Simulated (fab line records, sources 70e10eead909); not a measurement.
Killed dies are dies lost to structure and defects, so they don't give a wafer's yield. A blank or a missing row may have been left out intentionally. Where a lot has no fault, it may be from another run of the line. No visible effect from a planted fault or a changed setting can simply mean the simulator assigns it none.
Which tool was responsible? | flow nandHarc | Sampling: 12 lots, 36 wafers, 4 of 1159 route steps

WHAT EACH GAUGE READ, for each wafer
The record lacks any reading of a measuring or inspecting step that a usual standard deviation could be used to judge.

WHICH TOOL RAN EACH LOT (tool, then ch and the chambers of the sampled wafers, then the start)
lot  | NHARC_P_ZERO_WELL_IMPLANT_40   | NHARC_P_ZERO_WELL_RTA_42       | NHARC_P_GATE_ETCH_104             | NHARC_P_GATE_DESCUM_93
L911 | implanter-01 ch 0, day 1 16:28 | rtpAnneal-01 ch 0, day 1 18:53 | rieDiel-13 ch 0,1,2, day 4 11:38  | rieDiel-03 ch 1,2,3, day 5 05:34
L913 | implanter-02 ch 0, day 2 04:31 | rtpAnneal-02 ch 0, day 2 07:07 | rieDiel-03 ch 0,1,2, day 5 04:28  | rieDiel-03 ch 1,2,3, day 5 20:11
L914 | implanter-02 ch 0, day 2 10:20 | rtpAnneal-01 ch 0, day 2 13:07 | rieDiel-03 ch 1,2,3, day 5 08:58  | rieDiel-08 ch 2,3, day 6 00:20
L915 | implanter-01 ch 0, day 2 16:20 | rtpAnneal-02 ch 0, day 2 18:59 | rieDiel-03 ch 0,1,2, day 5 15:22  | rieDiel-03 ch 0,1,2, day 6 06:39
L917 | implanter-02 ch 0, day 3 04:25 | rtpAnneal-02 ch 0, day 3 06:45 | rieDiel-03 ch 0,2,3, day 6 08:23  | rieDiel-08 ch 0,2,3, day 6 23:32
L918 | implanter-01 ch 0, day 3 10:16 | rtpAnneal-01 ch 0, day 3 16:29 | rieDiel-13 ch 1,2,3, day 6 15:49  | rieDiel-03 ch 2, day 7 07:10
L919 | implanter-01 ch 0, day 3 16:22 | rtpAnneal-01 ch 0, day 3 18:59 | rieDiel-03 ch 2,3, day 6 15:11    | rieDiel-03 ch 1,2, day 7 06:37
L922 | implanter-02 ch 0, day 4 10:25 | rtpAnneal-02 ch 0, day 4 12:53 | rieDiel-08 ch 0,1,2, day 7 06:44  | rieDiel-03 ch 0,2,3, day 7 22:44
L926 | implanter-01 ch 0, day 5 10:25 | rtpAnneal-02 ch 0, day 5 12:46 | rieDiel-13 ch 0,1,2, day 8 11:11  | rieDiel-03 ch 0,2,3, day 9 04:44
L927 | implanter-02 ch 0, day 5 16:28 | rtpAnneal-01 ch 0, day 5 19:02 | rieDiel-08 ch 0,3, day 8 11:07    | rieDiel-03 ch 0,1, day 9 02:27
L930 | implanter-02 ch 0, day 6 10:25 | rtpAnneal-01 ch 0, day 6 12:58 | rieDiel-03 ch 1,2,3, day 9 09:40  | rieDiel-13 ch 0,2, day 10 01:17
L933 | implanter-01 ch 0, day 7 04:45 | rtpAnneal-02 ch 0, day 7 07:24 | rieDiel-13 ch 0,1,2, day 10 07:08 | rieDiel-03 ch 0,2,3, day 10 23:07
- NHARC_P_ZERO_WELL_IMPLANT_40
- NHARC_P_ZERO_WELL_RTA_42: time 300 s.
- NHARC_P_GATE_ETCH_104: etches the open film in CF4/CHF3, target depth 60 nm.
- NHARC_P_GATE_DESCUM_93: chemistry O2, time 3 s.

WHAT THE TOOLS THEMSELVES READ (means of the sampled wafers that have a number; where no wafer has one, the mark that the record gives instead)
NHARC_P_ZERO_WELL_IMPLANT_40. Usual: doseIonsCm2 9.998e+12, standard deviation 1.2e+10; faradayCurrentUA 126.4, standard deviation 2.4.
lot  | tool         | doseIonsCm2 | faradayCurrentUA | flag
L911 | implanter-01 | 9.989e+12   | 125.5            | 
L913 | implanter-02 | 1.000e+13   | 123.7            | 
L914 | implanter-02 | 9.993e+12   | 125.4            | 
L915 | implanter-01 | 9.995e+12   | 124.3            | 
L917 | implanter-02 | 9.993e+12   | 125.2            | 
L918 | implanter-01 | 9.993e+12   | 125.1            | 
L919 | implanter-01 | 1.000e+13   | 125.9            | 
L922 | implanter-02 | 9.995e+12   | 127.7            | 
L926 | implanter-01 | 9.979e+12   | 126.8            | 
L927 | implanter-02 | 5.907e+12   | 74.2             | OFF
L930 | implanter-02 | 5.914e+12   | 76.8             | OFF
L933 | implanter-01 | 1.001e+13   | 127.8            | 

NHARC_P_ZERO_WELL_RTA_42. Usual: annealTempCMax 1105.5, standard deviation 2.6; lampPowerPct 40.1 %, standard deviation 1.1; wafer_temp_C_max 1104.4, standard deviation 1.7.
lot  | tool         | annealTempCMax | lampPowerPct (%) | wafer_temp_C_max | flag
L911 | rtpAnneal-01 | 1107.7         | 41.2             | 1105.8           | 
L913 | rtpAnneal-02 | 1103.3         | 39.0             | 1103.1           | 
L914 | rtpAnneal-01 | 1109.8         | 41.0             | 1105.7           | 
L915 | rtpAnneal-02 | 1103.2         | 39.1             | 1103.3           | 
L917 | rtpAnneal-02 | 1103.5         | 39.1             | 1103.0           | 
L918 | rtpAnneal-01 | 1108.1         | 41.2             | 1105.4           | 
L919 | rtpAnneal-01 | 1107.2         | 41.2             | 1106.7           | 
L922 | rtpAnneal-02 | 1103.5         | 39.1             | 1102.5           | 
L926 | rtpAnneal-02 | 1102.6         | 39.1             | 1103.0           | 
L927 | rtpAnneal-01 | 1107.1         | 41.2             | 1106.3           | 
L930 | rtpAnneal-01 | 1108.6         | 41.2             | 1104.6           | 
L933 | rtpAnneal-02 | 1103.0         | 39.0             | 1102.8           | 

NHARC_P_GATE_ETCH_104. Usual: drypumpMotorCurrentA 5.7 A, standard deviation 0.47; oesProductAu 0.948 a.u., standard deviation 0.023; rfVppV 369.9 V, standard deviation 2.3; showerheadPlenumPTorr 1.56 Torr, standard deviation 0.066; throttleValvePct 16.803 %, standard deviation 0.0087.
lot  | tool       | drypumpMotorCurrentA (A) | oesProductAu (a.u.) | rfVppV (V) | showerheadPlenumPTorr (Torr) | throttleValvePct (%) | flag
L911 | rieDiel-13 | 5.7                      | 0.913               | 369.6      | 1.54                         | 16.798               | 
L913 | rieDiel-03 | 5.7                      | 0.931               | 371.8      | 1.61                         | 16.805               | 
L914 | rieDiel-03 | 5.9                      | 0.931               | 372.0      | 1.60                         | 16.801               | 
L915 | rieDiel-03 | 5.7                      | 0.962               | 371.8      | 1.61                         | 16.798               | 
L917 | rieDiel-03 | 6.0                      | 0.972               | 369.2      | 1.55                         | 16.801               | 
L918 | rieDiel-13 | 5.7                      | 0.947               | 371.0      | 1.60                         | 16.806               | 
L919 | rieDiel-03 | 6.3                      | 0.963               | 368.9      | 1.54                         | 16.808               | 
L922 | rieDiel-08 | 5.5                      | 0.952               | 368.6      | 1.51                         | 16.802               | 
L926 | rieDiel-13 | 5.7                      | 0.969               | 369.6      | 1.53                         | 16.803               | 
L927 | rieDiel-08 | 5.4                      | 0.975               | 367.7      | 1.50                         | 16.812               | 
L930 | rieDiel-03 | 5.9                      | 0.975               | 370.4      | 1.59                         | 16.804               | 
L933 | rieDiel-13 | 5.7                      | 0.933               | 369.0      | 1.53                         | 16.806               | 

NHARC_P_GATE_DESCUM_93. Usual: drypumpMotorCurrentA 5.7 A, standard deviation 0.44; o2FlowSccm 200.1 sccm, standard deviation 0.61; oesProductAu 1.002 a.u., standard deviation 0.013; rfVppV 57.6 V, standard deviation 0.85; showerheadPlenumPTorr 1.90 Torr, standard deviation 0.095; throttleValvePct 11.310 %, standard deviation 0.0091.
lot  | tool       | drypumpMotorCurrentA (A) | o2FlowSccm (sccm) | oesProductAu (a.u.) | rfVppV (V) | showerheadPlenumPTorr (Torr) | throttleValvePct (%) | flag
L911 | rieDiel-03 | 5.9                      | 199.6             | 1.003               | 57.5       | 1.94                         | 11.309               | 
L913 | rieDiel-03 | 5.9                      | 200.0             | 1.008               | 57.9       | 1.94                         | 11.302               | 
L914 | rieDiel-08 | 5.1                      | 201.1             | 0.986               | 57.1       | 1.82                         | 11.309               | 
L915 | rieDiel-03 | 5.7                      | 199.8             | 1.001               | 58.0       | 1.96                         | 11.316               | 
L917 | rieDiel-08 | 5.2                      | 199.9             | 1.002               | 57.5       | 1.82                         | 11.313               | 
L918 | rieDiel-03 | 5.8                      | 200.2             | 1.019               | 58.0       | 1.94                         | 11.308               | 
L919 | rieDiel-03 | 5.5                      | 200.3             | 1.008               | 58.5       | 2.02                         | 11.314               | 
L922 | rieDiel-03 | 6.0                      | 200.4             | 0.999               | 57.0       | 1.88                         | 11.314               | 
L926 | rieDiel-03 | 6.1                      | 200.1             | 1.005               | 57.0       | 1.88                         | 11.314               | 
L927 | rieDiel-03 | 5.5                      | 200.0             | 1.005               | 58.3       | 1.99                         | 11.303               | 
L930 | rieDiel-13 | 5.4                      | 200.2             | 0.998               | 57.1       | 1.87                         | 11.308               | 
L933 | rieDiel-03 | 6.1                      | 199.6             | 1.000               | 57.6       | 1.88                         | 11.314               | 

THE ANSWER, worked out from the rows above alone
Rule: a lot counts as off when the mean over its wafers that have a number is more than 3 standard deviations away from the usual mean. A lot without any number at a reading at which 4 lots or more have one is off too. The other lots that the step has rows for count as sound. First the gauges in route order, then the tools' own readings, where a lot's mean is used as printed above. At the first step where some lot is off, the reading lying furthest off is the one used; lots without a number count as furthest.
Off at NHARC_P_ZERO_WELL_IMPLANT_40 (doseIonsCm2): L927, L930.
If a tool, at that step or one of the process steps before it, ran each lot that is off and ran no sound lot following the first of them, it fits. One fits: implanter-02 at NHARC_P_ZERO_WELL_IMPLANT_40. A fault onset in the window from L922 (day 4 10:25, its last sound lot) to L927 (day 5 16:28, its first lot off) fits.
The tool's own readings at NHARC_P_ZERO_WELL_IMPLANT_40 bear it out: on the lots that are off they differ by more than 5 times the standard deviation of the sound lots' means. doseIonsCm2 reads 5.910e+12 there against 9.995e+12 on the sound lots; faradayCurrentUA reads 75.5 there against 125.7 on the sound lots.

WHAT THE SIMULATOR HAD INSERTED
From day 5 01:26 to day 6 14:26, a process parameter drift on implanter-02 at NHARC_P_ZERO_WELL_IMPLANT_40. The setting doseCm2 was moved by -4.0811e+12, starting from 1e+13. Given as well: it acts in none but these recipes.
Struck lots among those shown: L927, L930. The same result came from the rule above.
